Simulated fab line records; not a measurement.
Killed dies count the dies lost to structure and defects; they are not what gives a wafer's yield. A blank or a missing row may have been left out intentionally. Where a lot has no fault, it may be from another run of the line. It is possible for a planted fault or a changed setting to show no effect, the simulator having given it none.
Which tool was responsible? :: flow nand_harc :: 24 lots, 72 wafers sampled, at 5 steps of a route of 1302

WHAT EACH GAUGE READ, for each wafer
NHARC_A_SIN_REMOVE_INSPECT_04.
lot: L074
measured: day 20 08:22
on: defect_inspect-02
raw_defect_count: 759 668 399

lot: L075
measured: day 21 01:22
on: defect_inspect-01
raw_defect_count: 351 391 337

lot: L076
measured: day 21 01:22
on: defect_inspect-02
raw_defect_count: 335 232 196

lot: L078
measured: day 21 13:32
on: defect_inspect-02
raw_defect_count: 397 461 568

lot: L077
measured: day 21 15:14
on: defect_inspect-01
raw_defect_count: 250 291 432

lot: L079
measured: day 22 07:52
on: defect_inspect-02
raw_defect_count: 275 339 350

lot: L080
measured: day 22 21:53
on: defect_inspect-02
raw_defect_count: 351 390 355

lot: L082
measured: day 23 07:42
on: defect_inspect-02
raw_defect_count: 377 474 447

lot: L081
measured: day 23 09:22
on: defect_inspect-02
raw_defect_count: 364 430 505

lot: L083
measured: day 24 22:17
on: defect_inspect-02
raw_defect_count: 413 490 443

lot: L085
measured: day 25 02:47
on: defect_inspect-02
raw_defect_count: 401 398 380

lot: L086
measured: day 25 06:35
on: defect_inspect-02
raw_defect_count: 366 427 318

lot: L084
measured: day 25 06:35
on: defect_inspect-01
raw_defect_count: 299 324 360

lot: L087
measured: day 26 05:13
on: defect_inspect-01
raw_defect_count: 478 571 411

lot: L088
measured: day 26 05:13
on: defect_inspect-02
raw_defect_count: 295 370 305

lot: L089
measured: day 26 15:33
on: defect_inspect-02
raw_defect_count: 228 270 280

lot: L091
measured: day 26 21:34
on: defect_inspect-01
raw_defect_count: 378 479 348

lot: L090
measured: day 26 23:54
on: defect_inspect-01
raw_defect_count: 423 361 341

lot: L092
measured: day 28 09:20
on: defect_inspect-01
raw_defect_count: 620 410 605

lot: L094
measured: day 28 09:20
on: defect_inspect-02
raw_defect_count: 406 361 382

lot: L093
measured: day 28 13:35
on: defect_inspect-01
raw_defect_count: 424 435 375

lot: L095
measured: day 28 22:52
on: defect_inspect-02
raw_defect_count: 409 364 401

lot: L096
measured: day 29 05:32
on: defect_inspect-02
raw_defect_count: 315 328 449

lot: L097
measured: day 29 19:50
on: defect_inspect-02
raw_defect_count: 351 382 454

NHARC_A_CONTACT_CD_MEAS_42: target cd 300 nm.
lot: L074
measured: day 21 12:28
on: cd_sem-02
cd_nm (nm): 299.8 300.5 300.6

lot: L075
measured: day 22 03:54
on: cd_sem-03
cd_nm (nm): 300.6 299.7 300.1

lot: L076
measured: day 22 03:31
on: cd_sem-03
cd_nm (nm): 298.8 300.2 300.0

lot: L078
measured: day 22 14:59
on: cd_sem-02
cd_nm (nm): 299.7 300.0 299.1

lot: L077
measured: day 22 14:49
on: cd_sem-03
cd_nm (nm): 299.0 299.7 300.0

lot: L079
measured: day 23 08:16
on: cd_sem-03
cd_nm (nm): 300.3 300.3 300.2

lot: L080
measured: day 23 23:09
on: cd_sem-01
cd_nm (nm): 299.8 300.2 299.7

lot: L082
measured: day 24 13:17
on: cd_sem-03
cd_nm (nm): 299.9 299.7 299.6

lot: L081
measured: day 24 09:02
on: cd_sem-02
cd_nm (nm): 300.0 299.5 300.0

lot: L083
measured: day 26 00:10
on: cd_sem-01
cd_nm (nm): 301.2 300.7 300.8

lot: L085
measured: day 26 00:08
on: cd_sem-03
cd_nm (nm): 299.5 300.0 299.7

lot: L086
measured: day 26 07:02
on: cd_sem-03
cd_nm (nm): 300.8 300.3 300.6

lot: L084
measured: day 26 08:36
on: cd_sem-02
cd_nm (nm): 299.6 298.4 299.4

lot: L087
measured: day 27 05:49
on: cd_sem-01
cd_nm (nm): 299.6 299.7 299.8

lot: L088
measured: day 27 05:40
on: cd_sem-03
cd_nm (nm): 300.1 300.0 300.2

lot: L089
measured: day 27 15:34
on: cd_sem-01
cd_nm (nm): 300.3 300.2 300.5

lot: L091
measured: day 28 00:25
on: cd_sem-02
cd_nm (nm): 300.0 300.2 299.9

lot: L090
measured: day 28 03:24
on: cd_sem-02
cd_nm (nm): 299.2 301.4 299.9

lot: L092
measured: day 29 11:07
on: cd_sem-03
cd_nm (nm): 300.2 300.2 300.2

lot: L094
measured: day 29 10:48
on: cd_sem-02
cd_nm (nm): 300.6 300.5 300.5

lot: L093
measured: day 29 11:32
on: cd_sem-03
cd_nm (nm): 299.6 299.6 298.9

lot: L095
measured: day 29 22:39
on: cd_sem-02
cd_nm (nm): 300.6 300.0 301.0

lot: L096
measured: day 30 08:22
on: cd_sem-02
cd_nm (nm): 298.8 299.4 298.4

lot: L097
measured: day 30 20:11
on: cd_sem-02
cd_nm (nm): 300.4 299.8 300.1

TOOL THAT RAN EACH LOT (tool first, then ch and the chambers of the sampled wafers, then the start)
lot: L074
NHARC_A_SLIT_ETCH_26: har_etch-01 ch 0,1, day 20 00:19
NHARC_A_SLIT_ETCH_29: rie_diel-10 ch 1,2,3, day 20 01:09
NHARC_A_WL_FILL_STRIP_27: plasma_asher-01 ch 0,1, day 20 10:35

lot: L075
NHARC_A_SLIT_ETCH_26: har_etch-01 ch 0,1, day 20 17:21
NHARC_A_SLIT_ETCH_29: rie_diel-10 ch 0,2,3, day 20 18:14
NHARC_A_WL_FILL_STRIP_27: plasma_asher-02 ch 0,1, day 21 04:40

lot: L076
NHARC_A_SLIT_ETCH_26: har_etch-02 ch 0, day 20 17:31
NHARC_A_SLIT_ETCH_29: rie_diel-02 ch 0,1,3, day 20 18:25
NHARC_A_WL_FILL_STRIP_27: plasma_asher-02 ch 0,1, day 21 04:51

lot: L078
NHARC_A_SLIT_ETCH_26: har_etch-01 ch 0,1, day 21 05:34
NHARC_A_SLIT_ETCH_29: rie_diel-10 ch 0,2,3, day 21 06:25
NHARC_A_WL_FILL_STRIP_27: plasma_asher-01 ch 0,1, day 21 15:27

lot: L077
NHARC_A_SLIT_ETCH_26: har_etch-02 ch 0,1, day 21 07:13
NHARC_A_SLIT_ETCH_29: rie_diel-07 ch 0,1,3, day 21 08:04
NHARC_A_WL_FILL_STRIP_27: plasma_asher-02 ch 0,1, day 21 16:58

lot: L079
NHARC_A_SLIT_ETCH_26: har_etch-02 ch 1, day 21 23:44
NHARC_A_SLIT_ETCH_29: rie_diel-10 ch 2,3, day 22 00:39
NHARC_A_WL_FILL_STRIP_27: plasma_asher-01 ch 0,1, day 22 09:35

lot: L080
NHARC_A_SLIT_ETCH_26: har_etch-02 ch 0,1, day 22 13:52
NHARC_A_SLIT_ETCH_29: rie_diel-07 ch 1,2,3, day 22 14:45
NHARC_A_WL_FILL_STRIP_27: plasma_asher-01 ch 0,1, day 23 01:23

lot: L082
NHARC_A_SLIT_ETCH_26: har_etch-02 ch 0,1, day 22 23:40
NHARC_A_SLIT_ETCH_29: rie_diel-10 ch 1,2,3, day 23 00:34
NHARC_A_WL_FILL_STRIP_27: plasma_asher-01 ch 0,1, day 23 11:18

lot: L081
NHARC_A_SLIT_ETCH_26: har_etch-01 ch 0,1, day 23 01:19
NHARC_A_SLIT_ETCH_29: rie_diel-07 ch 1,2,3, day 23 02:11
NHARC_A_WL_FILL_STRIP_27: plasma_asher-01 ch 0,1, day 23 12:54

lot: L083
NHARC_A_SLIT_ETCH_26: har_etch-01 ch 0,1, day 24 14:17
NHARC_A_SLIT_ETCH_29: rie_diel-10 ch 0,1,3, day 24 15:08
NHARC_A_WL_FILL_STRIP_27: plasma_asher-01 ch 0,1, day 25 00:12

lot: L085
NHARC_A_SLIT_ETCH_26: har_etch-02 ch 0,1, day 24 18:44
NHARC_A_SLIT_ETCH_29: rie_diel-07 ch 1,3, day 24 19:36
NHARC_A_WL_FILL_STRIP_27: plasma_asher-01 ch 0,1, day 25 04:41

lot: L086
NHARC_A_SLIT_ETCH_26: har_etch-01 ch 0,1, day 24 22:06
NHARC_A_SLIT_ETCH_29: rie_diel-10 ch 1,2,3, day 24 22:58
NHARC_A_WL_FILL_STRIP_27: plasma_asher-02 ch 0,1, day 25 08:36

lot: L084
NHARC_A_SLIT_ETCH_26: har_etch-02 ch 0, day 24 22:33
NHARC_A_SLIT_ETCH_29: rie_diel-07 ch 1,3, day 24 23:25
NHARC_A_WL_FILL_STRIP_27: plasma_asher-02 ch 1, day 25 08:47

lot: L087
NHARC_A_SLIT_ETCH_26: har_etch-01 ch 1, day 25 20:55
NHARC_A_SLIT_ETCH_29: rie_diel-02 ch 0,3, day 25 21:46
NHARC_A_WL_FILL_STRIP_27: plasma_asher-01 ch 0,1, day 26 06:58

lot: L088
NHARC_A_SLIT_ETCH_26: har_etch-02 ch 0,1, day 25 22:00
NHARC_A_SLIT_ETCH_29: rie_diel-07 ch 0,1,3, day 25 22:53
NHARC_A_WL_FILL_STRIP_27: plasma_asher-01 ch 0,1, day 26 07:07

lot: L089
NHARC_A_SLIT_ETCH_26: har_etch-02 ch 0, day 26 07:34
NHARC_A_SLIT_ETCH_29: rie_diel-02 ch 0,1,3, day 26 08:25
NHARC_A_WL_FILL_STRIP_27: plasma_asher-02 ch 0,1, day 26 17:16

lot: L091
NHARC_A_SLIT_ETCH_26: har_etch-01 ch 0,1, day 26 13:33
NHARC_A_SLIT_ETCH_29: rie_diel-07 ch 0,2,3, day 26 14:25
NHARC_A_WL_FILL_STRIP_27: plasma_asher-02 ch 0,1, day 26 23:20

lot: L090
NHARC_A_SLIT_ETCH_26: har_etch-02 ch 0,1, day 26 15:53
NHARC_A_SLIT_ETCH_29: rie_diel-07 ch 0,1, day 26 16:46
NHARC_A_WL_FILL_STRIP_27: plasma_asher-02 ch 0,1, day 27 03:02

lot: L092
NHARC_A_SLIT_ETCH_26: har_etch-01 ch 0,1, day 28 01:21
NHARC_A_SLIT_ETCH_29: rie_diel-02 ch 1,2,3, day 28 02:10
NHARC_A_WL_FILL_STRIP_27: plasma_asher-02 ch 0,1, day 28 11:07

lot: L094
NHARC_A_SLIT_ETCH_26: har_etch-02 ch 0,1, day 28 02:42
NHARC_A_SLIT_ETCH_29: rie_diel-10 ch 0,2,3, day 28 03:36
NHARC_A_WL_FILL_STRIP_27: plasma_asher-01 ch 0, day 28 11:07

lot: L093
NHARC_A_SLIT_ETCH_26: har_etch-01 ch 0,1, day 28 05:03
NHARC_A_SLIT_ETCH_29: rie_diel-10 ch 0,3, day 28 05:56
NHARC_A_WL_FILL_STRIP_27: plasma_asher-02 ch 0,1, day 28 15:29

lot: L095
NHARC_A_SLIT_ETCH_26: har_etch-02 ch 0,1, day 28 14:50
NHARC_A_SLIT_ETCH_29: rie_diel-07 ch 0,1,2, day 28 15:44
NHARC_A_WL_FILL_STRIP_27: plasma_asher-01 ch 0,1, day 29 00:36

lot: L096
NHARC_A_SLIT_ETCH_26: har_etch-02 ch 0,1, day 28 21:26
NHARC_A_SLIT_ETCH_29: rie_diel-02 ch 0,3, day 28 22:17
NHARC_A_WL_FILL_STRIP_27: plasma_asher-01 ch 0,1, day 29 07:17

lot: L097
NHARC_A_SLIT_ETCH_26: har_etch-02 ch 0,1, day 29 11:45
NHARC_A_SLIT_ETCH_29: rie_diel-07 ch 0,2, day 29 12:37
NHARC_A_WL_FILL_STRIP_27: plasma_asher-01 ch 0,1, day 29 21:36
- NHARC_A_SLIT_ETCH_26: etches the open film in C4F8/O2/Ar, time 90 s, target depth 400 nm.
- NHARC_A_SLIT_ETCH_29: etches the open film in CF4/O2, target depth 100 nm, overetch 10 nm, time 55 s.
- NHARC_A_WL_FILL_STRIP_27: strips in N2/H2, time 20 s.

WHAT THE TOOLS THEMSELVES READ (means of the sampled wafers that have a number; where no wafer has one, the mark that the record gives instead)
NHARC_A_SLIT_ETCH_26.
lot: L074
tool: har_etch-01
bias_v (V): 396
drypump_motor_current_A (A): 6.5
mfc_ar_sccm (sccm): 375.6
showerhead_plenum_p_Torr (Torr): 3.60
throttle_valve_pct (%): 27.630

lot: L075
tool: har_etch-01
bias_v (V): 406
drypump_motor_current_A (A): 6.5
mfc_ar_sccm (sccm): 375.2
showerhead_plenum_p_Torr (Torr): 3.60
throttle_valve_pct (%): 27.619

lot: L076
tool: har_etch-02
bias_v (V): 401
drypump_motor_current_A (A): 5.5
mfc_ar_sccm (sccm): 375.8
showerhead_plenum_p_Torr (Torr): 3.72
throttle_valve_pct (%): 27.616

lot: L078
tool: har_etch-01
bias_v (V): 397
drypump_motor_current_A (A): 6.6
mfc_ar_sccm (sccm): 375.6
showerhead_plenum_p_Torr (Torr): 3.59
throttle_valve_pct (%): 27.618

lot: L077
tool: har_etch-02
bias_v (V): 404
drypump_motor_current_A (A): 5.7
mfc_ar_sccm (sccm): 376.2
showerhead_plenum_p_Torr (Torr): 3.72
throttle_valve_pct (%): 27.615

lot: L079
tool: har_etch-02
bias_v (V): 399
drypump_motor_current_A (A): 5.7
mfc_ar_sccm (sccm): 374.5
showerhead_plenum_p_Torr (Torr): 3.72
throttle_valve_pct (%): 27.626

lot: L080
tool: har_etch-02
bias_v (V): 397
drypump_motor_current_A (A): 5.7
mfc_ar_sccm (sccm): 375.1
showerhead_plenum_p_Torr (Torr): 3.71
throttle_valve_pct (%): 27.612

lot: L082
tool: har_etch-02
bias_v (V): 395
drypump_motor_current_A (A): 5.7
mfc_ar_sccm (sccm): 375.8
showerhead_plenum_p_Torr (Torr): 3.71
throttle_valve_pct (%): 27.614

lot: L081
tool: har_etch-01
bias_v (V): 396
drypump_motor_current_A (A): 6.6
mfc_ar_sccm (sccm): 375.9
showerhead_plenum_p_Torr (Torr): 3.58
throttle_valve_pct (%): 27.621

lot: L083
tool: har_etch-01
bias_v (V): 399
drypump_motor_current_A (A): 6.6
mfc_ar_sccm (sccm): 375.7
showerhead_plenum_p_Torr (Torr): 3.76
throttle_valve_pct (%): 27.627

lot: L085
tool: har_etch-02
bias_v (V): 397
drypump_motor_current_A (A): 5.6
mfc_ar_sccm (sccm): 375.5
showerhead_plenum_p_Torr (Torr): 3.69
throttle_valve_pct (%): 27.622

lot: L086
tool: har_etch-01
bias_v (V): 396
drypump_motor_current_A (A): 6.5
mfc_ar_sccm (sccm): 374.8
showerhead_plenum_p_Torr (Torr): 3.87
throttle_valve_pct (%): 27.624

lot: L084
tool: har_etch-02
bias_v (V): 402
drypump_motor_current_A (A): 5.6
mfc_ar_sccm (sccm): 375.8
showerhead_plenum_p_Torr (Torr): 3.68
throttle_valve_pct (%): 27.615

lot: L087
tool: har_etch-01
bias_v (V): 410
drypump_motor_current_A (A): 6.5
mfc_ar_sccm (sccm): 374.7
showerhead_plenum_p_Torr (Torr): 3.63
throttle_valve_pct (%): 27.621

lot: L088
tool: har_etch-02
bias_v (V): 401
drypump_motor_current_A (A): 5.6
mfc_ar_sccm (sccm): 374.5
showerhead_plenum_p_Torr (Torr): 3.68
throttle_valve_pct (%): 27.621

lot: L089
tool: har_etch-02
bias_v (V): 403
drypump_motor_current_A (A): 5.6
mfc_ar_sccm (sccm): 375.8
showerhead_plenum_p_Torr (Torr): 3.67
throttle_valve_pct (%): 27.617

lot: L091
tool: har_etch-01
bias_v (V): 401
drypump_motor_current_A (A): 6.5
mfc_ar_sccm (sccm): 374.6
showerhead_plenum_p_Torr (Torr): 3.85
throttle_valve_pct (%): 27.617

lot: L090
tool: har_etch-02
bias_v (V): 402
drypump_motor_current_A (A): 5.6
mfc_ar_sccm (sccm): 373.2
showerhead_plenum_p_Torr (Torr): 3.67
throttle_valve_pct (%): 27.621

lot: L092
tool: har_etch-01
bias_v (V): 398
drypump_motor_current_A (A): 6.5
mfc_ar_sccm (sccm): 374.8
showerhead_plenum_p_Torr (Torr): 3.73
throttle_valve_pct (%): 27.623

lot: L094
tool: har_etch-02
bias_v (V): 399
drypump_motor_current_A (A): 5.6
mfc_ar_sccm (sccm): 375.3
showerhead_plenum_p_Torr (Torr): 3.66
throttle_valve_pct (%): 27.615

lot: L093
tool: har_etch-01
bias_v (V): 399
drypump_motor_current_A (A): 6.5
mfc_ar_sccm (sccm): 375.4
showerhead_plenum_p_Torr (Torr): 3.84
throttle_valve_pct (%): 27.619

lot: L095
tool: har_etch-02
bias_v (V): 400
drypump_motor_current_A (A): 5.7
mfc_ar_sccm (sccm): 374.9
showerhead_plenum_p_Torr (Torr): 3.66
throttle_valve_pct (%): 27.623

lot: L096
tool: har_etch-02
bias_v (V): 401
drypump_motor_current_A (A): 5.6
mfc_ar_sccm (sccm): 375.9
showerhead_plenum_p_Torr (Torr): 3.65
throttle_valve_pct (%): 27.626

lot: L097
tool: har_etch-02
bias_v (V): 399
drypump_motor_current_A (A): 5.6
mfc_ar_sccm (sccm): 376.1
showerhead_plenum_p_Torr (Torr): 3.65
throttle_valve_pct (%): 27.624

NHARC_A_SLIT_ETCH_29.
lot: L074
tool: rie_diel-10
drypump_motor_current_A (A): 5.8
mfc_ar_sccm (sccm): 0.005
oes_product_au (a.u.): 1.004
rf_vpp_V (V): 199.2
showerhead_plenum_p_Torr (Torr): 1.37
throttle_valve_pct (%): 13.389

lot: L075
tool: rie_diel-10
drypump_motor_current_A (A): 5.5
mfc_ar_sccm (sccm): 0.011
oes_product_au (a.u.): 1.010
rf_vpp_V (V): 198.8
showerhead_plenum_p_Torr (Torr): 1.37
throttle_valve_pct (%): 13.392

lot: L076
tool: rie_diel-02
drypump_motor_current_A (A): 5.4
mfc_ar_sccm (sccm): 0.000
oes_product_au (a.u.): 1.001
rf_vpp_V (V): 197.4
showerhead_plenum_p_Torr (Torr): 1.33
throttle_valve_pct (%): 13.395

lot: L078
tool: rie_diel-10
drypump_motor_current_A (A): 5.5
mfc_ar_sccm (sccm): 0.011
oes_product_au (a.u.): 1.010
rf_vpp_V (V): 198.4
showerhead_plenum_p_Torr (Torr): 1.37
throttle_valve_pct (%): 13.405

lot: L077
tool: rie_diel-07
drypump_motor_current_A (A): 5.5
mfc_ar_sccm (sccm): 0.002
oes_product_au (a.u.): 0.995
rf_vpp_V (V): 198.4
showerhead_plenum_p_Torr (Torr): 1.36
throttle_valve_pct (%): 13.392

lot: L079
tool: rie_diel-10
drypump_motor_current_A (A): 5.6
mfc_ar_sccm (sccm): 0.000
oes_product_au (a.u.): 1.008
rf_vpp_V (V): 199.8
showerhead_plenum_p_Torr (Torr): 1.41
throttle_valve_pct (%): 13.390

lot: L080
tool: rie_diel-07
drypump_motor_current_A (A): 5.6
mfc_ar_sccm (sccm): 0.001
oes_product_au (a.u.): 0.993
rf_vpp_V (V): 198.5
showerhead_plenum_p_Torr (Torr): 1.39
throttle_valve_pct (%): 13.399

lot: L082
tool: rie_diel-10
drypump_motor_current_A (A): 5.7
mfc_ar_sccm (sccm): 0.005
oes_product_au (a.u.): 1.008
rf_vpp_V (V): 199.1
showerhead_plenum_p_Torr (Torr): 1.37
throttle_valve_pct (%): 13.399

lot: L081
tool: rie_diel-07
drypump_motor_current_A (A): 5.6
mfc_ar_sccm (sccm): 0.001
oes_product_au (a.u.): 0.994
rf_vpp_V (V): 198.4
showerhead_plenum_p_Torr (Torr): 1.39
throttle_valve_pct (%): 13.390

lot: L083
tool: rie_diel-10
drypump_motor_current_A (A): 5.7
mfc_ar_sccm (sccm): 0.016
oes_product_au (a.u.): 1.002
rf_vpp_V (V): 197.9
showerhead_plenum_p_Torr (Torr): 1.34
throttle_valve_pct (%): 13.399

lot: L085
tool: rie_diel-07
drypump_motor_current_A (A): 5.2
mfc_ar_sccm (sccm): 0.001
oes_product_au (a.u.): 1.005
rf_vpp_V (V): 198.4
showerhead_plenum_p_Torr (Torr): 1.38
throttle_valve_pct (%): 13.386

lot: L086
tool: rie_diel-10
drypump_motor_current_A (A): 5.7
mfc_ar_sccm (sccm): 0.005
oes_product_au (a.u.): 1.006
rf_vpp_V (V): 198.9
showerhead_plenum_p_Torr (Torr): 1.37
throttle_valve_pct (%): 13.386

lot: L084
tool: rie_diel-07
drypump_motor_current_A (A): 5.2
mfc_ar_sccm (sccm): 0.001
oes_product_au (a.u.): 0.996
rf_vpp_V (V): 198.3
showerhead_plenum_p_Torr (Torr): 1.38
throttle_valve_pct (%): 13.398

lot: L087
tool: rie_diel-02
drypump_motor_current_A (A): 5.3
mfc_ar_sccm (sccm): 0.000
oes_product_au (a.u.): 0.999
rf_vpp_V (V): 197.6
showerhead_plenum_p_Torr (Torr): 1.30
throttle_valve_pct (%): 13.392

lot: L088
tool: rie_diel-07
drypump_motor_current_A (A): 5.5
mfc_ar_sccm (sccm): 0.002
oes_product_au (a.u.): 0.998
rf_vpp_V (V): 198.3
showerhead_plenum_p_Torr (Torr): 1.35
throttle_valve_pct (%): 13.400

lot: L089
tool: rie_diel-02
drypump_motor_current_A (A): 5.5
mfc_ar_sccm (sccm): 0.000
oes_product_au (a.u.): 1.005
rf_vpp_V (V): 197.4
showerhead_plenum_p_Torr (Torr): 1.32
throttle_valve_pct (%): 13.406

lot: L091
tool: rie_diel-07
drypump_motor_current_A (A): 5.9
mfc_ar_sccm (sccm): 0.001
oes_product_au (a.u.): 0.984
rf_vpp_V (V): 197.8
showerhead_plenum_p_Torr (Torr): 1.36
throttle_valve_pct (%): 13.393

lot: L090
tool: rie_diel-07
drypump_motor_current_A (A): 5.0
mfc_ar_sccm (sccm): 0.002
oes_product_au (a.u.): 0.998
rf_vpp_V (V): 198.1
showerhead_plenum_p_Torr (Torr): 1.37
throttle_valve_pct (%): 13.388

lot: L092
tool: rie_diel-02
drypump_motor_current_A (A): 5.8
mfc_ar_sccm (sccm): 0.006
oes_product_au (a.u.): 0.992
rf_vpp_V (V): 198.3
showerhead_plenum_p_Torr (Torr): 1.34
throttle_valve_pct (%): 13.395

lot: L094
tool: rie_diel-10
drypump_motor_current_A (A): 5.5
mfc_ar_sccm (sccm): 0.011
oes_product_au (a.u.): 0.992
rf_vpp_V (V): 198.1
showerhead_plenum_p_Torr (Torr): 1.37
throttle_valve_pct (%): 13.391

lot: L093
tool: rie_diel-10
drypump_motor_current_A (A): 5.7
mfc_ar_sccm (sccm): 0.011
oes_product_au (a.u.): 0.993
rf_vpp_V (V): 198.2
showerhead_plenum_p_Torr (Torr): 1.35
throttle_valve_pct (%): 13.395

lot: L095
tool: rie_diel-07
drypump_motor_current_A (A): 5.4
mfc_ar_sccm (sccm): 0.002
oes_product_au (a.u.): 0.999
rf_vpp_V (V): 199.3
showerhead_plenum_p_Torr (Torr): 1.37
throttle_valve_pct (%): 13.396

lot: L096
tool: rie_diel-02
drypump_motor_current_A (A): 5.3
mfc_ar_sccm (sccm): 0.000
oes_product_au (a.u.): 1.002
rf_vpp_V (V): 197.8
showerhead_plenum_p_Torr (Torr): 1.29
throttle_valve_pct (%): 13.407

lot: L097
tool: rie_diel-07
drypump_motor_current_A (A): 5.6
mfc_ar_sccm (sccm): 0.002
oes_product_au (a.u.): 0.992
rf_vpp_V (V): 197.9
showerhead_plenum_p_Torr (Torr): 1.34
throttle_valve_pct (%): 13.402

NHARC_A_WL_FILL_STRIP_27.
lot: L074
tool: plasma_asher-01
drypump_motor_current_A (A): 5.5
heater_power_w (W): 346

lot: L075
tool: plasma_asher-02
drypump_motor_current_A (A): 5.0
heater_power_w (W): 286

lot: L076
tool: plasma_asher-02
drypump_motor_current_A (A): 5.1
heater_power_w (W): 293

lot: L078
tool: plasma_asher-01
drypump_motor_current_A (A): 5.5
heater_power_w (W): 344

lot: L077
tool: plasma_asher-02
drypump_motor_current_A (A): 5.3
heater_power_w (W): 306

lot: L079
tool: plasma_asher-01
drypump_motor_current_A (A): 5.4
heater_power_w (W): 379

lot: L080
tool: plasma_asher-01
drypump_motor_current_A (A): 5.5
heater_power_w (W): 346

lot: L082
tool: plasma_asher-01
drypump_motor_current_A (A): 5.6
heater_power_w (W): 346

lot: L081
tool: plasma_asher-01
drypump_motor_current_A (A): 5.6
heater_power_w (W): 348

lot: L083
tool: plasma_asher-01
drypump_motor_current_A (A): 5.5
heater_power_w (W): 342

lot: L085
tool: plasma_asher-01
drypump_motor_current_A (A): 5.5
heater_power_w (W): 348

lot: L086
tool: plasma_asher-02
drypump_motor_current_A (A): 5.3
heater_power_w (W): 311

lot: L084
tool: plasma_asher-02
drypump_motor_current_A (A): 4.8
heater_power_w (W): 272

lot: L087
tool: plasma_asher-01
drypump_motor_current_A (A): 5.6
heater_power_w (W): 342

lot: L088
tool: plasma_asher-01
drypump_motor_current_A (A): 5.5
heater_power_w (W): 350

lot: L089
tool: plasma_asher-02
drypump_motor_current_A (A): 5.0
heater_power_w (W): 272

lot: L091
tool: plasma_asher-02
drypump_motor_current_A (A): 5.0
heater_power_w (W): 276

lot: L090
tool: plasma_asher-02
drypump_motor_current_A (A): 5.0
heater_power_w (W): 277

lot: L092
tool: plasma_asher-02
drypump_motor_current_A (A): 5.0
heater_power_w (W): 273

lot: L094
tool: plasma_asher-01
drypump_motor_current_A (A): 5.2
heater_power_w (W): 407

lot: L093
tool: plasma_asher-02
drypump_motor_current_A (A): 5.0
heater_power_w (W): 275

lot: L095
tool: plasma_asher-01
drypump_motor_current_A (A): 5.4
heater_power_w (W): 373

lot: L096
tool: plasma_asher-01
drypump_motor_current_A (A): 5.4
heater_power_w (W): 385

lot: L097
tool: plasma_asher-01
drypump_motor_current_A (A): 5.6
heater_power_w (W): 342

THE ANSWER, worked out from the rows above alone
Rule: usual is defined by the lots themselves. Put in order of their means at a reading, lots are off if they are a third of the lots or fewer, leave a main group of 4 or more, and stand apart from it by a gap of 3 or more times the standard deviation of the main group's means; of several such gaps the widest counts. If all means in a main group match to the digits the tables above print for the reading, that group is not used. A lot without any number at a reading at which 4 lots or more have one is off too. All remaining lots with rows at the step are treated as sound. The gauges are gone through in route order, then the tools' own readings, and for those a lot's mean is taken as printed above. At the first step where some lot is off, the reading lying furthest off is the one used; lots without a number count as furthest.
No lot is off on any of the readings shown, so nothing can be concluded from this.

WHAT WAS PUT IN BY THE SIMULATOR
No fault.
